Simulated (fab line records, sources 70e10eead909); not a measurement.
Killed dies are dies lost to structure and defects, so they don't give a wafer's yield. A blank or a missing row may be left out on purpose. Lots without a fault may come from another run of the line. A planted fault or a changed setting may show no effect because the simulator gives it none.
One fault seen from 2 desks | flow nand_harc | each desk has only its own numbers; what lay behind them comes last

THE TOOL OWNER'S DESK: pecvd-02
The tool's own readings at NHARC_A_SLIT_DEP_25 (deposits SiO2, target thk 200 nm): means of the sampled wafers that have a number, for each lot that ran on this tool. A lot is out of limits, marked OUT, if its mean lies more than 4 standard deviations from the usual mean; the brackets give that distance.
Columns: A = heater_power_outer_w at NHARC_A_SLIT_DEP_25, usual 320 W; B = heater_power_w at NHARC_A_SLIT_DEP_25, usual 573 W; C = rf_fwd_power_W at NHARC_A_SLIT_DEP_25, usual 897.6 W; D = throttle_valve_pct at NHARC_A_SLIT_DEP_25, usual 15.6 %
lot  | first seen here | A   | B   | C                | D
L867 | day 19 22:23    | 257 | 501 | 896.8            | 14.6
L872 | day 21 19:38    | 252 | 474 | 899.8            | 14.8
L880 | day 24 18:58    | 257 | 505 | 1041.8 (+52) OUT | 15.0
L881 | day 25 05:50    | 419 | 734 | 1041.4 (+51) OUT | 15.4
L889 | day 28 17:00    | 282 | 513 | 897.0            | 15.1
L890 | day 29 04:28    | 333 | 602 | 897.7            | 15.0
This desk's finding: out of limits on L880, L881; first on L880, day 24 18:58 (rf_fwd_power_W at NHARC_A_SLIT_DEP_25). In limits: L867, L872, L889, L890.

THE METROLOGY DESK
What the gauges read, lot by lot, whatever tool the lot ran on: means of the sampled wafers that have a number. A lot is out of limits, marked OUT, if its mean lies more than 4 standard deviations from the usual mean; the brackets give that distance.
Columns: A = overlay_x_nm at NHARC_A_SGD_CUT_OVL_MEAS_10, usual 0.3 nm; B = overlay_y_nm at NHARC_A_SGD_CUT_OVL_MEAS_10, usual 0.0 nm
lot  | first seen here | A    | B
L868 | day 19 08:37    | -1.1 | 0.2
L867 | day 19 15:34    | 0.2  | 0.4
L869 | day 19 16:35    | 0.2  | 0.7
L870 | day 20 15:46    | 1.4  | -0.3
L872 | day 21 10:16    | 1.5  | -0.4
L880 | day 24 11:13    | 0.2  | -0.1
L882 | day 24 23:11    | 1.0  | -0.2
L881 | day 24 23:34    | 0.4  | 0.1
L883 | day 26 13:30    | -0.9 | -0.8
L888 | day 28 10:07    | 0.6  | 1.2
L889 | day 28 10:27    | 0.9  | 0.3
L890 | day 28 22:01    | 1.3  | 0.0
This desk's finding: nothing out of limits on any of the 12 lots.

PUT TOGETHER
The tool owner's desk could have raised an alarm at day 24 18:58, on L880, L881.
The metrology desk saw nothing out of limits.
The metrology desk has L880, L881 on record, within its limits.
Of the lots named, all ran NHARC_A_SLIT_DEP_25 on pecvd-02.

WHAT THE SIMULATOR HAD PUT IN
Process parameter drift: pecvd-02, from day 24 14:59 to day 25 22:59, at NHARC_A_SLIT_DEP_25. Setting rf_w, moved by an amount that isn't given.
Lots struck among those shown: L880, L881.
Hours from the fault's start to each desk's first reading out of limits: the tool owner's desk, 4.
